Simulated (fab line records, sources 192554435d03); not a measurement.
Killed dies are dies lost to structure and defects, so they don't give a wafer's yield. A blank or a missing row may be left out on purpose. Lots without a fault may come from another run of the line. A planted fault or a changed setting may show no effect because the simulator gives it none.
Which tool did it? | flow n5_finfet | 8 lots, 24 wafers sampled, at 6 steps of a route of 1938

WHAT THE GAUGES READ, wafer by wafer
N5_BEOL_M1_INSPECT_30: inspects for defects (brightfield). Usual: raw_defect_count 428, standard deviation 110.
lot  | measured     | on                | raw_defect_count | flag
L812 | day 6 06:13  | defect_inspect-02 | 223 334 344      |
L814 | day 7 00:28  | defect_inspect-02 | 388 611 427      |
L815 | day 7 01:23  | defect_inspect-01 | 587 656 449      |
L816 | day 7 10:40  | defect_inspect-02 | 251 317 349      |
L818 | day 7 23:41  | defect_inspect-02 | 358 471 311      |
L821 | day 8 21:02  | defect_inspect-01 | 782 482 570      |
L822 | day 9 02:56  | defect_inspect-01 | 430 389 513      |
L834 | day 11 18:44 | defect_inspect-02 | 1113 313 362     |

N5_BEOL_M4_RC_MEAS_101. Usual: DIBL_N 36.1 mV/V, standard deviation 1.7; DIBL_P 35.9 mV/V, standard deviation 2.1; IOFF_N 0.154 nA/um, standard deviation 0.029; IOFF_P 0.21 nA/um, standard deviation 0.035; ION_N 673 uA/um, standard deviation 10; ION_P 463 uA/um, standard deviation 7.5; SS_N 71.6 mV/dec, standard deviation 0.59; SS_P 73.2 mV/dec, standard deviation 0.69; VT_N 250.5 mV, standard deviation 2.9; VT_P -250 mV, standard deviation 3.2.
lot  | measured     | on        | DIBL_N (mV/V)  | DIBL_P (mV/V)  | IOFF_N (nA/um)    | IOFF_P (nA/um) | ION_N (uA/um) | ION_P (uA/um) | SS_N (mV/dec)  | SS_P (mV/dec)  | VT_N (mV)         | VT_P (mV)      | flag
L812 | day 8 10:36  | prober-02 | 38.7 37.7 36.0 | 39.4 37.9 37.8 | 0.182 0.165 0.146 | 0.26 0.24 0.23 | 668 662 661   | 458 454 462   | 72.7 72.7 71.7 | 73.5 73.6 73.2 | 252.3 253.9 252.5 | -247 -247 -249 |
L814 | day 9 04:24  | prober-01 | 35.0 36.1 37.3 | 35.2 37.3 37.2 | 0.160 0.185 0.194 | 0.23 0.26 0.26 | 683 693 682   | 467 474 469   | 70.9 71.6 71.8 | 73.1 73.2 73.5 | 246.9 248.3 245.2 | -249 -245 -247 |
L815 | day 9 07:53  | prober-01 | 36.0 36.3 38.3 | 36.4 36.3 39.3 | 0.148 0.160 0.189 | 0.21 0.22 0.27 | 673 675 690   | 468 465 474   | 71.7 70.9 71.7 | 73.7 73.5 74.4 | 253.1 252.2 247.2 | -250 -247 -246 |
L816 | day 9 14:58  | prober-02 | 34.4 39.7 37.1 | 34.3 39.3 37.0 | 0.115 0.204 0.149 | 0.14 0.20 0.18 | 653 664 666   | 443 447 453   | 70.9 72.2 72.0 | 71.9 73.8 73.4 | 253.0 248.9 252.5 | -259 -254 -256 |
L818 | day 9 15:22  | prober-01 | 36.4 33.6 34.9 | 37.0 34.0 35.1 | 0.176 0.135 0.156 | 0.25 0.20 0.22 | 679 673 679   | 468 466 468   | 71.1 70.8 71.6 | 73.8 72.3 73.7 | 247.4 251.4 251.6 | -247 -248 -248 |
L821 | day 11 10:22 | prober-01 | 35.9 36.2 38.0 | 35.1 35.7 38.0 | 0.149 0.153 0.192 | 0.18 0.19 0.23 | 667 683 683   | 454 465 467   | 72.2 71.1 71.8 | 73.1 72.3 73.2 | 250.0 248.9 244.7 | -253 -251 -249 |
L822 | day 11 12:47 | prober-02 | 35.3 35.3 32.9 | 35.5 35.3 32.6 | 0.162 0.161 0.119 | 0.23 0.23 0.19 | 678 677 666   | 464 464 459   | 71.4 70.8 70.7 | 74.0 73.5 71.7 | 251.4 250.4 253.0 | -245 -248 -247 |
L834 | day 14 09:39 | prober-01 | 36.1 35.4 36.3 | 37.7 35.9 37.1 | 0.164 0.149 0.156 | 0.21 0.18 0.19 | 686 672 677   | 467 458 461   | 72.1 71.8 71.9 | 73.4 72.7 72.5 | 250.2 250.4 249.8 | -251 -250 -250 |

WHICH TOOL RAN EACH LOT (tool, then ch and the chambers of the sampled wafers, then the start)
lot  | N5_BEOL_M1_ETCH_63                 | N5_BEOL_M1_STRIP_66                | N5_BEOL_M1_HM_OPEN_17            | N5_BEOL_M1_DESCUM_33
L812 | rie_diel-03 ch 0,1,2, day 6 05:26  | rie_diel-03 ch 0,1,2, day 6 05:35  | rie_metal-03 ch 0,1, day 6 05:40 | rie_diel-03 ch 0,1,2, day 6 06:16
L814 | rie_diel-03 ch 0,1,2, day 6 23:28  | rie_diel-03 ch 0,1,2, day 6 23:37  | rie_metal-02 ch 0,1, day 6 23:39 | rie_diel-03 ch 0,3, day 7 00:30
L815 | rie_diel-02 ch 0,1,3, day 7 00:35  | rie_diel-02 ch 0,1,3, day 7 00:45  | rie_metal-03 ch 0,1, day 7 00:47 | rie_diel-06 ch 0,1,3, day 7 01:25
L816 | rie_diel-02 ch 0,1,2, day 7 09:46  | rie_diel-02 ch 0,1,2, day 7 09:55  | rie_metal-01 ch 0,1, day 7 09:58 | rie_diel-02 ch 1,2,3, day 7 11:02
L818 | rie_diel-02 ch 1,2,3, day 7 22:49  | rie_diel-02 ch 1,2,3, day 7 22:58  | rie_metal-02 ch 0,1, day 7 23:01 | rie_diel-02 ch 2,3, day 7 23:43
L821 | rie_diel-03 ch 0,1, day 8 20:09    | rie_diel-03 ch 0,1, day 8 20:18    | rie_metal-03 ch 1, day 8 20:24   | rie_diel-06 ch 1,2,3, day 8 21:04
L822 | rie_diel-06 ch 1,2, day 9 01:56    | rie_diel-06 ch 0,2,3, day 9 02:05  | rie_metal-01 ch 0,1, day 9 02:22 | rie_diel-02 ch 2,3, day 9 03:03
L834 | rie_diel-02 ch 0,2,3, day 11 17:43 | rie_diel-02 ch 0,2,3, day 11 17:52 | rie_metal-01 ch 1, day 11 17:55  | rie_diel-03 ch 0,1,3, day 11 18:50
- N5_BEOL_M1_ETCH_63: etches SiARC in CF4, target depth 15.6 nm, time 26 s.
- N5_BEOL_M1_STRIP_66: strips in CF4.
- N5_BEOL_M1_HM_OPEN_17: chemistry Cl2/BCl3, target TiN, target depth 20 nm, overetch 6 nm.
- N5_BEOL_M1_DESCUM_33: chemistry O2, time 7 s.

WHAT THE TOOLS THEMSELVES READ (means of the sampled wafers that have a number; where no wafer has one, the mark that the record gives instead)
N5_BEOL_M1_ETCH_63. Usual: drypump_motor_current_A 5.7 A, standard deviation 0.4; etch_rf_on_time_s 26.2 s, standard deviation 0.66; oes_product_au 0.64 a.u., standard deviation 0.051; rf_vpp_V 184.2 V, standard deviation 1.1; showerhead_plenum_p_Torr 2.16 Torr, standard deviation 0.065; throttle_valve_pct 15.67 %, standard deviation 0.19.
lot  | tool        | drypump_motor_current_A (A) | etch_rf_on_time_s (s) | oes_product_au (a.u.) | rf_vpp_V (V) | showerhead_plenum_p_Torr (Torr) | throttle_valve_pct (%) | flag
L812 | rie_diel-03 | 5.6                         | 27.1                  | 0.62                  | 184.0        | 2.17                            | 15.73                  |
L814 | rie_diel-03 | 5.5                         | 26.6                  | 0.63                  | 183.7        | 2.16                            | 15.74                  |
L815 | rie_diel-02 | 6.1                         | 26.0                  | 0.62                  | 183.8        | 2.13                            | 15.50                  |
L816 | rie_diel-02 | 5.9                         | 26.0                  | 0.63                  | 184.0        | 2.14                            | 15.62                  |
L818 | rie_diel-02 | 5.6                         | 26.1                  | 0.63                  | 185.6        | 2.20                            | 15.58                  |
L821 | rie_diel-03 | 5.4                         | 27.0                  | 0.61                  | 183.8        | 2.17                            | 15.75                  |
L822 | rie_diel-06 | 5.9                         | 26.5                  | 0.62                  | 185.1        | 2.21                            | 15.87                  |
L834 | rie_diel-02 | 5.8                         | 26.3                  | 0.60                  | 184.0        | 2.15                            | 15.79                  |

N5_BEOL_M1_STRIP_66. Usual: drypump_motor_current_A 5.7 A, standard deviation 0.4; oes_product_au 0.74 a.u., standard deviation 0.06; rf_vpp_V 271.5 V, standard deviation 1.3; showerhead_plenum_p_Torr 1.81 Torr, standard deviation 0.055; throttle_valve_pct 13.66 %, standard deviation 0.19.
lot  | tool        | drypump_motor_current_A (A) | oes_product_au (a.u.) | rf_vpp_V (V) | showerhead_plenum_p_Torr (Torr) | throttle_valve_pct (%) | flag
L812 | rie_diel-03 | 5.5                         | 0.74                  | 270.9        | 1.81                            | 13.73                  |
L814 | rie_diel-03 | 5.5                         | 0.73                  | 271.3        | 1.81                            | 13.73                  |
L815 | rie_diel-02 | 6.1                         | 0.72                  | 271.5        | 1.79                            | 13.52                  |
L816 | rie_diel-02 | 5.9                         | 0.74                  | 271.2        | 1.79                            | 13.61                  |
L818 | rie_diel-02 | 5.6                         | 0.73                  | 271.9        | 1.84                            | 13.59                  |
L821 | rie_diel-03 | 5.4                         | 0.72                  | 270.6        | 1.81                            | 13.74                  |
L822 | rie_diel-06 | 5.7                         | 0.76                  | 272.9        | 1.85                            | 13.66                  |
L834 | rie_diel-02 | 5.8                         | 0.69                  | 271.3        | 1.80                            | 13.80                  |

N5_BEOL_M1_HM_OPEN_17. Usual: drypump_motor_current_A 5.96 A, standard deviation 0.22; oes_product_au 0.64 a.u., standard deviation 0.085; throttle_valve_pct 22.06 %, standard deviation 0.13.
lot  | tool         | drypump_motor_current_A (A) | oes_product_au (a.u.) | throttle_valve_pct (%) | flag
L812 | rie_metal-03 | 5.93                        | 0.59                  | 22.03                  |
L814 | rie_metal-02 | 5.83                        | 0.69                  | 22.10                  |
L815 | rie_metal-03 | 5.82                        | 0.67                  | 21.92                  |
L816 | rie_metal-01 | 6.09                        | 0.58                  | 22.12                  |
L818 | rie_metal-02 | 5.83                        | 0.69                  | 22.12                  |
L821 | rie_metal-03 | 5.74                        | 0.73                  | 21.84                  |
L822 | rie_metal-01 | 5.97                        | 0.56                  | 22.12                  |
L834 | rie_metal-01 | 6.21                        | 0.58                  | 22.15                  |

N5_BEOL_M1_DESCUM_33. Usual: drypump_motor_current_A 5.7 A, standard deviation 0.38; o2_flow_sccm 225.1 sccm, standard deviation 0.62; oes_product_au 0.76 a.u., standard deviation 0.068; rf_vpp_V 243.6 V, standard deviation 1.2; showerhead_plenum_p_Torr 2.12 Torr, standard deviation 0.069; throttle_valve_pct 20.49 %, standard deviation 0.22.
lot  | tool        | drypump_motor_current_A (A) | o2_flow_sccm (sccm) | oes_product_au (a.u.) | rf_vpp_V (V) | showerhead_plenum_p_Torr (Torr) | throttle_valve_pct (%) | flag
L812 | rie_diel-03 | 5.5                         | 225.1               | 0.74                  | 243.5        | 2.11                            | 20.48                  |
L814 | rie_diel-03 | 5.5                         | 225.6               | 0.77                  | 243.0        | 2.12                            | 20.45                  |
L815 | rie_diel-06 | 5.6                         | 225.1               | 0.78                  | 243.7        | 2.15                            | 20.56                  |
L816 | rie_diel-02 | 5.6                         | 224.3               | 0.75                  | 243.1        | 2.15                            | 20.36                  |
L818 | rie_diel-02 | 5.3                         | 224.8               | 0.74                  | 244.8        | 2.18                            | 20.62                  |
L821 | rie_diel-06 | 5.9                         | 225.5               | 0.72                  | 244.7        | 2.17                            | 20.69                  |
L822 | rie_diel-02 | 5.2                         | 224.6               | 0.74                  | 244.5        | 2.18                            | 20.63                  |
L834 | rie_diel-03 | 5.4                         | 224.7               | 0.82                  | 243.4        | 2.09                            | 20.34                  |

THE ANSWER, worked out from the rows above alone
Rule: a lot is off if the mean of its wafers that have a number lies more than 3 standard deviations from the usual mean. A lot without any number at a reading at which 4 lots or more have one is off too. The other lots that the step has rows for count as sound. The gauges are gone through in route order, then the tools' own readings, and for those a lot's mean is taken as printed above. The first step at which some lot is off is used, and at that step the reading that is off furthest; a lot without a number counts as furthest.
No lot is off at any reading shown: from this, nothing can be told.

WHAT THE SIMULATOR HAD PUT IN
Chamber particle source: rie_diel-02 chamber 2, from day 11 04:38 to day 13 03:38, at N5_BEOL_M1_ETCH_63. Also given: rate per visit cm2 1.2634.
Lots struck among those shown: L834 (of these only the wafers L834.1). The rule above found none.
